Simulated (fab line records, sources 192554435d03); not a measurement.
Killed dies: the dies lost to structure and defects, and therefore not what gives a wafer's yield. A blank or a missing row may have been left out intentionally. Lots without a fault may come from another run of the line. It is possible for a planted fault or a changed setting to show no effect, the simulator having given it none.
fab line records	flow n5Finfet
record lots=7	wafers=39
route steps=1938 shown FIN_SAQP@94 DUMMY_GATE@243 HKMG_FIN@389 MOL_CONTACT_COAG@559 BEOL_M1@751 BEOL_M11@1552 PASSIVATION@1930
startH: the number of hours between the record's first day and the start of the first shown wafer of the lot	waitH: hours since the lot's step before	" identical to the entry in the row above	L1.1+2: a row that stands for several wafers	- value missing, or start not given	* or withheld: withheld	< > ~ a bound
route shown NAME@n: a module of which the file shows steps, and the number in the route of the first	usual: the fault-free wafers' mean and standard deviation	same: alike in all rows	chamber/n: place in a boat	sites: the reading at each site	_std_site: their standard deviation	_edge_site: inner sites' mean taken away from outer sites' mean	radiusMm: for every site, how far away it sits from the centre of the wafer	mask NAME#n: copy n	behind: the last tool/chamber to shape the wafer	hold: why the lot went on hold/how many hours it stayed there/how the hold came to an end	device: transistor that didn't switch, given as n, p or np	end of line: at the end of the route, the tests of the same wafers	for a step that has no rows: nothing shown but its recipe	killed: not the wafer's yield, but the dies lost to structure and defects at the first sort	map: a wafer's dies, x killed, . not, _ none there
set.NAME: setting as actually run; set.NAME@STEP: the setting as run at that earlier step	model.NAME: the simulator's own value behind a step, which no gauge read
one table per step and one row per wafer, for lots whose settings were changed on purpose
## steps
# step N5_FIN_SAQP_ALD_61
# recipe material=SiO2	targetThkA=40	tempC=300	aldPrecursorFamily=BDEAS	aldCoReactant=O2-plasma	pulseTimeS=1	purgeTimeS=2	coReactantPurgeTimeS=2	aldCycles=43	pressureTorr=2
lot.wafer	tool	chamber	startH	waitH	set.aldCycles	model.SiO2_of_FIN_SAQP_ALD_61.thkNm
L074.1	aldSin-04	2	21.21	0.1	17	1.589
L074.2	"	1	"	"	43	3.973
L074.3	"	3	"	"	17	1.583
L074.4	"	0	"	"	43	3.976
L074.5	"	3	"	"	43	3.981
L074.6	"	2	"	"	17	1.567
L078.1	aldSin-02	3	44.44	0.0	29	2.693
L078.2	"	1	"	"	43	3.977
L078.3	"	0	"	"	29	2.68
L078.4	"	1	"	"	29	2.653
L078.5	"	3	"	"	43	3.994
L078.6	"	0	"	"	43	3.984
L093.1	aldSin-04	1	134.55	0.0	26	2.419
L093.2	"	3	"	"	26	2.378
L093.3	"	2	"	"	43	4.023
L093.4	"	0	"	"	43	3.979
L093.5	"	1	"	"	43	3.999
L093.6	"	2	"	"	26	2.422
L094.1	aldSin-04	2	140.52	0.0	43	4.007
L094.2	"	1	"	"	43	4.041
L094.3	"	0	"	"	65	6.054
L094.4	"	3	"	"	43	3.982
L094.5	"	1	"	"	65	6.056
L094.6	"	2	"	"	65	6.061
L095.1	aldSin-01	0	146.67	0.0	69	6.426
L095.2	"	1	"	"	69	6.43
L095.3	"	2	"	"	43	4.045
L095.4	"	3	"	"	69	6.414
L095.5	"	2	"	"	43	4.017
L095.6	"	3	"	"	43	4.019
L096.2	aldSin-04	0	153.19	0.0	43	4
L096.3	"	3	"	"	43	3.988
L096.6	"	3	"	"	43	3.983
L097.1	aldSin-02	0	158.27	0.0	43	4.028
L097.2	"	1	"	"	43	4
L097.3	"	2	"	"	43	4.026
L097.4+5	"	3,2	"	"	43	4.018
L097.6	"	1	"	"	43	4.019
# step N5_DUMMY_GATE_ETCH_31
# recipe chemistry=C4F6/O2	target=SiO2	maskMaterial=SOC	targetDepthA=825	timeS=27.5	ionEnergyEv=250	pressureMtorr=30	sourceW=345	biasW=185	Ar_flow_sccm=300	C4F6_flow_sccm=10	O2_flow_sccm=10
lot.wafer	tool	chamber	startH	waitH	set.targetDepthA	model.etch.depthNm	model.SOC_of_DUMMY_GATE_COAT_34.thkNm
L074.1	rieDiel-02	1	48.90	0.1	825	80.92	51.8
L074.2	"	3	"	"	602	61.25	54
L074.3	"	0	"	"	825	80.71	51.8
L074.4	"	2	"	"	602	60.62	53.8
L074.5	"	0	"	"	825	80.93	51.8
L074.6	"	3	"	"	602	61.42	54
L078.1	rieDiel-02	3	70.42	0.1	825	83.99	51.8
L078.2	"	0	"	"	825	80.37	52
L078.3	"	2	"	"	1119	112.6	48.8
L078.4	"	1	"	"	1119	109.2	49
L078.5	"	0	"	"	1119	109.4	49
L078.6	"	1	"	"	825	80.66	52
L093.1	rieDiel-02	1	160.67	0.0	825	81.05	51.8
L093.2	"	2	"	"	825	82.26	52
L093.3	"	0	"	"	825	79.55	52
L093.4	"	0	"	"	825	80.68	52
L093.5	"	2	"	"	825	83.16	52
L093.6	"	1	"	"	825	81.04	52.2
L094.1	rieDiel-05	1	166.63	0.0	1130	113.8	48.8
L094.2	"	3	"	"	825	80.12	52.4
L094.3	"	2	"	"	825	84.32	51.8
L094.4	"	0	"	"	825	83.66	52
L094.5	"	2	"	"	1130	115.9	48.6
L094.6	"	1	"	"	1130	114.7	48.6
L095.1	rieDiel-02	1	172.81	0.0	1031	100.8	49.8
L095.2	"	0	"	"	825	80.71	51.8
L095.3	"	2	"	"	1031	104.4	49.6
L095.4	"	1	"	"	825	81.35	51.8
L095.5	"	0	"	"	1031	101	49.8
L095.6	"	2	"	"	825	83.38	51.8
L096.2	rieDiel-06	3	177.96	0.0	825	80.64	52.2
L096.3	"	1	"	"	825	83.4	51.8
L096.6	"	2	"	"	825	83.17	51.6
L097.1	rieDiel-02	2	185.62	0.2	825	83.13	51.4
L097.2	"	0	"	"	666.5	64.26	53.2
L097.3	"	3	"	"	666.5	68.67	53
L097.4	"	1	"	"	825	80.78	51.8
L097.5	"	3	"	"	666.5	69.27	53
L097.6	"	2	"	"	825	82.36	51.6
# step N5_HKMG_FIN_ALD_75
# recipe material=Al2O3	targetThkA=10	tempC=150	aldPrecursorFamily=TMA	aldCoReactant=H2O	pulseTimeS=withheld	coReactantPulseTimeS=1
lot.wafer	tool	chamber	startH	waitH	set.targetThkA	model.Al2O3_of_HKMG_FIN_ALD_75.thkNm
L074.1+2+6	aldHk-01	1,2,1	73.21	0.0	10	1
L074.3+4+5	"	0,3,0	"	"	6.801	0.6
L078.1+3+6	aldHk-02	0,1,0	93.53	0.0	10	1
L078.2+4	"	2,3	"	"	7.055	0.8
L078.5	"	3	"	"	7.055	0.6
L093.1+2+3+4+5+6	aldHk-03	0,3,1,2,0,3	185.57	0.0	10	1
L094.1+2+3+4+5+6	aldHk-02	0,2,1,3,1,0	192.46	0.0	10	1
L095.1+3+6	aldHk-02	2,3,3	196.66	0.0	10	1
L095.2	"	0	"	"	7.146	0.6
L095.4+5	"	1,0	"	"	7.146	0.8
L096.2+3+6	aldHk-01	0,3,1	204.67	0.0	10	1
L097.1+2+3	aldHk-03	2,1,0	211.62	0.0	14.38	1.4
L097.4+5+6	"	3,2,3	"	"	10	1
# step N5_HKMG_FIN_COAT_41
# recipe resist=SOC	tempC=250	timeS=60	spinRpm=1500	resistThkNm=300
# step N5_HKMG_FIN_COAT_42
# recipe resist=SiARC	tempC=220	timeS=60	spinRpm=1500	resistThkNm=35
# step N5_HKMG_FIN_WET_ETCH_76
# recipe chemistry=dNH4OH	mix=1:50	tempC=25	target=Al2O3	stopOn=La2O3	targetDepthNm=2.25	dry=ipaMarangoni	rinseTimeS=30	rinseTempC=23
# step N5_HKMG_FIN_STRIP_60
# recipe chemistry=N2/H2	powerW=2500	tempC=300	h2Frac=0.65	timeS=360	pressureMtorr=withheld	n2FlowSccm=1750	h2FlowSccm=3250
# step N5_HKMG_FIN_WET_ETCH_77
# recipe chemistry=dHCl	mix=1:10000	tempC=25	target=La2O3	stopOn=HfO2	targetDepthNm=2
lot.wafer	tool	chamber	startH	waitH	set.targetThkA@HKMG_FIN_ALD_75	model.Al2O3_of_HKMG_FIN_ALD_75.thkNm
L074.1+2+6	wetBench-03	1,5,3	75.04	0.3	10	1
L074.3+4+5	"	2,4,0	"	"	6.801	0.6
L078.1+3+6	wetBench-06	0,1,4	95.22	0.3	10	1
L078.2+4+5	"	7,2,3	"	"	7.055	0.6
L093.1+2+3+4+5+6	wetBench-03	2,4,5,3,7,6	187.38	0.3	10	1
L094.1+2+3+4+5+6	wetBench-03	3,2,1,7,6,0	194.28	0.3	10	1
L095.1+3+6	wetBench-06	5,6,3	198.49	0.3	10	1
L095.2+4+5	"	2,1,4	"	"	7.146	0.6
L096.2+3+6	wetBench-06	7,1,6	206.44	0.3	10	1
L097.1+2+3	wetBench-02	3,5,1	213.44	0.3	14.38	1.4
L097.4+5+6	"	6,2,4	"	"	10	1
# step N5_HKMG_FIN_ALD_72
# recipe material=W	targetThkA=20	tempC=300	pressureTorr=7.5	aldPrecursorFamily=WF6	aldCoReactant=B2H6	pulseTimeS=1	purgeTimeS=2	coReactantPurgeTimeS=2	coReactantPulseTimeS=3	aldCycles=7
lot.wafer	tool	chamber	startH	waitH	set.aldCycles	model.W_of_HKMG_FIN_ALD_72.thkNm
L074.1+2+3	cvdW-02	1,0,1	81.20	0.2	4	1
L074.4+5	"	0	"	"	7	2
L074.6	"	1	"	"	7	1.8
L078.1+2	cvdW-01	0,1	100.84	0.2	9	2.6
L078.3	"	1	"	"	9	2.8
L078.4+6	"	0	"	"	7	2.2
L078.5	"	1	"	"	7	2
L093.1+5+6	cvdW-01	1,0,1	193.10	0.2	7	2
L093.2+3	"	0	"	"	5	1.4
L093.4	"	1	"	"	5	1.2
L094.1+3+5	cvdW-01	1	200.16	0.2	8	2.4
L094.2+6	"	0	"	"	7	2
L094.4	"	0	"	"	7	2.2
L095.1	cvdW-01	0	204.31	0.2	10	2.8
L095.2+5	"	1	"	"	10	3
L095.3+6	"	1,0	"	"	7	2.2
L095.4	"	0	"	"	7	2
L096.2	cvdW-01	0	212.05	0.2	7	2.2
L096.3+6	"	1	"	"	7	2
L097.1	cvdW-01	0	219.08	0.2	10	2.8
L097.2	"	1	"	"	7	2
L097.3+6	"	0	"	"	10	3
L097.4+5	"	1	"	"	7	2.2
# step N5_MOL_CONTACT_COAG_ALD_27
# recipe material=SiOC	targetThkA=170	tempC=400	aldPrecursorFamily=carbosiloxane	aldCoReactant=H2-plasma	pulseTimeS=1.5	timeS=2720	purgeTimeS=2	coReactantPurgeTimeS=2	aldCycles=340	pressureTorr=2
lot.wafer	tool	chamber	startH	waitH	set.timeS	model.SiOC_of_MOL_CONTACT_COAG_ALD_27.thkNm
L074.1+4+5	aldSin-04	3,2,2	97.99	0.0	2720	17
L074.2+3+6	"	1,0,3	"	"	3344	17
L078.1+2+5	aldSin-02	1,0,1	117.86	0.0	2720	16.8
L078.3+4	"	2,3	"	"	4007	17
L078.6	"	0	"	"	4007	16.8
L093.1	aldSin-01	0	210.54	0.0	1490	9.2
L093.2	"	3	"	"	2720	16.8
L093.3+6	"	2	"	"	2720	17
L093.4+5	"	1	"	"	1490	9.4
L094.1+2+5	aldSin-02	3,2,1	213.56	0.0	2720	17
L094.3+4+6	"	1,0,2	"	"	4335	17
L095.1+2+3+4+5+6	aldSin-02	3,0,1,2,0,1	217.19	0.0	2720	17
L096.2	aldSin-01	3	234.19	0.0	2720	16.8
L096.3+6	"	2,1	"	"	2720	17
L097.1+3	aldSin-04	3,0	235.22	0.0	1703	10.6
L097.2	"	1	"	"	2720	17
L097.4	"	2	"	"	1703	10.4
L097.5+6	"	3,2	"	"	2720	16.8
# step N5_BEOL_M1_ILD_DEP_00
# recipe material=SiOC	targetThkA=790	tempC=350	precursor=DEMS/O2	pressureTorr=5	rfW=500	timeS=15.3
lot.wafer	tool	chamber	startH	waitH	set.timeS	model.SiOC_of_BEOL_M1_ILD_DEP_00.thkNm
L074.1	pecvd-04	2	126.92	0.0	15.3	77.8
L074.2	"	1	"	"	24.02	120.6
L074.3	"	2	"	"	24.02	123.2
L074.4	"	1	"	"	15.3	79.4
L074.5	"	2	"	"	24.02	123.8
L074.6	"	1	"	"	15.3	79
L078.1	pecvd-03	0	140.53	0.0	6.408	34.4
L078.2	"	2	"	"	15.3	79
L078.3	"	1	"	"	6.408	33.8
L078.4	"	1	"	"	15.3	80
L078.5	"	2	"	"	6.408	34.6
L078.6	"	0	"	"	15.3	79.8
L093.1	pecvd-04	0	236.70	0.0	18.65	95.4
L093.2	"	2	"	"	15.3	79.4
L093.3	"	1	"	"	18.65	94
L093.4+5	"	0,1	"	"	15.3	80
L093.6	"	2	"	"	18.65	97
L095.1+5	pecvd-04	2,1	238.47	0.0	15.3	78.6
L095.2	"	1	"	"	20.88	105.6
L095.3	"	0	"	"	20.88	106.8
L095.4	"	0	"	"	20.88	107.8
L095.6	"	2	"	"	15.3	80.2
L094.1	pecvd-02	1	240.87	0.0	15.3	78.2
L094.2+3	"	0,2	"	"	23.05	117.6
L094.4	"	0	"	"	15.3	79.2
L094.5	"	2	"	"	15.3	79.8
L094.6	"	1	"	"	23.05	119
L096.2+3	pecvd-03	2,0	254.92	0.0	15.3	77.6
L096.6	"	2	"	"	15.3	79
L097.1	pecvd-03	1	262.71	0.0	21.71	110.4
L097.2	"	2	"	"	15.3	78.2
L097.3	"	0	"	"	15.3	78.6
L097.4	"	0	"	"	15.3	80
L097.5	"	2	"	"	21.71	112.8
L097.6	"	1	"	"	21.71	112.2
# step N5_BEOL_M1_THK_MEAS_01
# recipe reads=SiOC_of_BEOL_M1_ILD_DEP_00
# usual M1_ILD_THK=78.7/0.98
lot.wafer	tool	chamber	startH	waitH	set.timeS@BEOL_M1_ILD_DEP_00	M1_ILD_THK[nm]
L074.1	filmMetro-01	-	127.01	0.1	15.3	77.7
L074.2	"	-	"	"	24.02	120.6
L074.3	"	-	"	"	24.02	123.2
L074.4	"	-	"	"	15.3	79.6
L074.5	"	-	"	"	24.02	123.9
L074.6	"	-	"	"	15.3	78.9
L078.1	filmMetro-02	-	140.60	0.0	6.408	34.3
L078.2	"	-	"	"	15.3	79.0
L078.3	"	-	"	"	6.408	33.8
L078.4	"	-	"	"	15.3	80.0
L078.5	"	-	"	"	6.408	34.6
L078.6	"	-	"	"	15.3	79.7
L093.1	filmMetro-02	-	236.77	0.0	18.65	95.4
L093.2	"	-	"	"	15.3	79.5
L093.3	"	-	"	"	18.65	93.9
L093.4	"	-	"	"	15.3	80.0
L093.5	"	-	"	"	15.3	80.1
L093.6	"	-	"	"	18.65	97.0
L095.1	filmMetro-01	-	238.54	0.0	15.3	78.5
L095.2	"	-	"	"	20.88	105.7
L095.3	"	-	"	"	20.88	106.9
L095.4	"	-	"	"	20.88	107.8
L095.5	"	-	"	"	15.3	78.6
L095.6	"	-	"	"	15.3	80.3
L094.1	filmMetro-02	-	240.93	0.0	15.3	78.2
L094.2	"	-	"	"	23.05	117.6
L094.3	"	-	"	"	23.05	117.6
L094.4	"	-	"	"	15.3	79.2
L094.5	"	-	"	"	15.3	80.0
L094.6	"	-	"	"	23.05	119.1
L096.2	filmMetro-02	-	254.99	0.1	15.3	77.5
L096.3	"	-	"	"	15.3	77.5
L096.6	"	-	"	"	15.3	79.0
L097.1	filmMetro-02	-	262.78	0.0	21.71	110.3
L097.2	"	-	"	"	15.3	78.1
L097.3	"	-	"	"	15.3	78.7
L097.4	"	-	"	"	15.3	80.1
L097.5	"	-	"	"	21.71	112.8
L097.6	"	-	"	"	21.71	112.1
# step N5_BEOL_M11_DESCUM_16
# recipe chemistry=O2	timeS=7.9	sourcePowerW=50	biasPowerW=20	pressureMtorr=20	rfFrequencyHz=2.712e+07	tempC=40	resist=CAR-ArF	o2FlowSccm=225
lot.wafer	tool	chamber	startH	waitH	set.timeS	model.CAR-ArF_of_BEOL_M11_COAT_05.thkNm
L074.1	rieDiel-02	1	250.96	0.0	7.9	83.6
L074.2+4	"	0,3	"	"	7.9	83.4
L074.3	"	2	"	"	11.25	81.4
L074.5+6	"	0,1	"	"	11.25	81.8
L078.1+6	rieDiel-05	3	276.09	0.1	12.07	81.2
L078.2	"	2	"	"	7.9	83.6
L078.3+4	"	0,1	"	"	7.9	83.4
L078.5	"	0	"	"	12.07	80.6
L093.1	rieDiel-06	3	356.00	0.0	5.752	85.2
L093.2+6	"	0	"	"	7.9	83.8
L093.3	"	2	"	"	7.9	84
L093.4	"	3	"	"	5.752	85.4
L093.5	"	2	"	"	5.752	85
L095.1	rieDiel-06	2	376.07	0.3	11.28	81.4
L095.2+4	"	1,0	"	"	11.28	81.6
L095.3+5+6	"	3,3,2	"	"	7.9	83.8
L094.1+2+4	rieDiel-02	2,3,0	376.13	0.2	4.26	85.4
L094.3	"	1	"	"	7.9	83.2
L094.5	"	2	"	"	7.9	83
L094.6	"	3	"	"	7.9	83.4
L096.2	rieDiel-05	0	403.18	0.2	7.9	83.8
L096.3+6	"	3,0	"	"	7.9	83.6
L097.1	rieDiel-05	0	423.00	0.0	12.39	81
L097.2+6	"	3,0	"	"	7.9	83.6
L097.3	"	2	"	"	7.9	83.4
L097.4+5	"	1	"	"	12.39	80.6
# step N5_PASSIVATION_ETCH_54
# recipe chemistry=CHF3/O2	target=SiO2	targetDepthA=8800	CHF3_flow_sccm=50	O2_flow_sccm=5	Ar_flow_sccm=200	timeS=440	maskMaterial=PR	pressureMtorr=30	sourceW=650	biasW=170	ionEnergyEv=200
lot.wafer	tool	chamber	startH	waitH	set.timeS	model.etch.depthNm	model.PASSIVATION.featureDepthNm
L074.1	rieDiel-03	1	301.92	0.1	440	897.9	898
L074.2	"	3	"	"	440	850.5	850.6
L074.3	"	2	"	"	440	873.3	873.2
L074.4	"	0	"	"	440	862.5	862.6
L074.5	"	0	"	"	440	863.4	863.4
L074.6	"	1	"	"	440	901.4	901.4
L078.1	rieDiel-04	2	317.57	0.1	583.5	1142	1142
L078.2	"	3	"	"	583.5	1171	1171
L078.3	"	0	"	"	583.5	1170	1170
L078.4	"	1	"	"	440	899.3	899.4
L078.5	"	1	"	"	440	907.1	907.2
L078.6	"	0	"	"	440	880.4	880.4
L093.1	rieDiel-01	2	406.83	0.1	601.9	1225	1225
L093.2	"	3	"	"	440	891.8	891.8
L093.3	"	1	"	"	601.9	1234	1234
L093.4	"	0	"	"	601.9	1220	1220
L093.5	"	3	"	"	440	892.4	892.4
L093.6	"	0	"	"	440	893.5	893.6
L094.1	rieDiel-04	1	431.33	0.1	517.2	1061	1061
L094.2	"	2	"	"	440	850.9	851
L094.3+6	"	0,3	"	"	517.2	1034	1034
L094.4	"	3	"	"	440	884.5	884.6
L094.5	"	2	"	"	440	858.5	858.6
L095.1	rieDiel-04	0	433.19	0.1	440	872.5	872.4
L095.2	"	1	"	"	440	891.9	891.8
L095.3	"	2	"	"	440	847.1	847.2
L095.4	"	3	"	"	440	876.3	876.4
L095.5	"	1	"	"	440	894.3	894.4
L095.6	"	2	"	"	440	854.3	854.4
L096.2	rieDiel-01	0	442.13	0.1	440	883.6	883.6
L096.3	"	2	"	"	440	878.6	878.6
L096.6	"	3	"	"	440	889.7	889.6
L097.1	rieDiel-04	2	462.29	0.1	440	844.5	844.4
L097.2	"	1	"	"	440	874	874
L097.3	"	0	"	"	440	859.1	859
L097.4	"	1	"	"	440	886.9	887
L097.5	"	0	"	"	440	859.1	859.2
L097.6	"	2	"	"	440	834.7	834.6
## key
split step=N5_FIN_SAQP_ALD_61	setting=aldCycles	stated=43	by=wafer
response step=N5_FIN_SAQP_ALD_61	reading=model.SiO2_of_FIN_SAQP_ALD_61.thkNm	change=+0.0399	per=1%	r=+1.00
split step=N5_DUMMY_GATE_ETCH_31	setting=targetDepthA	stated=825	by=wafer
response step=N5_DUMMY_GATE_ETCH_31	reading=model.etch.depthNm	change=+0.81	per=1%	r=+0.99
response step=N5_DUMMY_GATE_ETCH_31	reading=model.SOC_of_DUMMY_GATE_COAT_34.thkNm	change=-0.0849	per=1%	r=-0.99
split step=N5_HKMG_FIN_ALD_75	setting=targetThkA	stated=10	by=wafer
response step=N5_HKMG_FIN_ALD_75	reading=model.Al2O3_of_HKMG_FIN_ALD_75.thkNm	change=+0.0099	per=1%	r=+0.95
response step=N5_HKMG_FIN_WET_ETCH_77	reading=model.Al2O3_of_HKMG_FIN_ALD_75.thkNm	change=+0.0116	per=1%	r=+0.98
split step=N5_HKMG_FIN_ALD_72	setting=aldCycles	stated=7	by=wafer
response step=N5_HKMG_FIN_ALD_72	reading=model.W_of_HKMG_FIN_ALD_72.thkNm	change=+0.0201	per=1%	r=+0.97
split step=N5_MOL_CONTACT_COAG_ALD_27	setting=timeS	stated=2720	by=wafer
response step=N5_MOL_CONTACT_COAG_ALD_27	reading=model.SiOC_of_MOL_CONTACT_COAG_ALD_27.thkNm	shape=bent	atLowest=9.333	atStated=16.94	atHighest=17
split step=N5_BEOL_M1_ILD_DEP_00	setting=timeS	stated=15.3	by=wafer
response step=N5_BEOL_M1_ILD_DEP_00	reading=model.SiOC_of_BEOL_M1_ILD_DEP_00.thkNm	change=+0.771	per=1%	r=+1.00
response step=N5_BEOL_M1_THK_MEAS_01	reading=M1_ILD_THK	change=+0.771	per=1%	r=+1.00
split step=N5_BEOL_M11_DESCUM_16	setting=timeS	stated=7.9	by=wafer
response step=N5_BEOL_M11_DESCUM_16	reading=model.CAR-ArF_of_BEOL_M11_COAT_05.thkNm	change=-0.048	per=1%	r=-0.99
split step=N5_PASSIVATION_ETCH_54	setting=timeS	stated=440	by=wafer
response step=N5_PASSIVATION_ETCH_54	reading=model.etch.depthNm	change=+8.83	per=1%	r=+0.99
response step=N5_PASSIVATION_ETCH_54	reading=model.PASSIVATION.featureDepthNm	change=+8.83	per=1%	r=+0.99
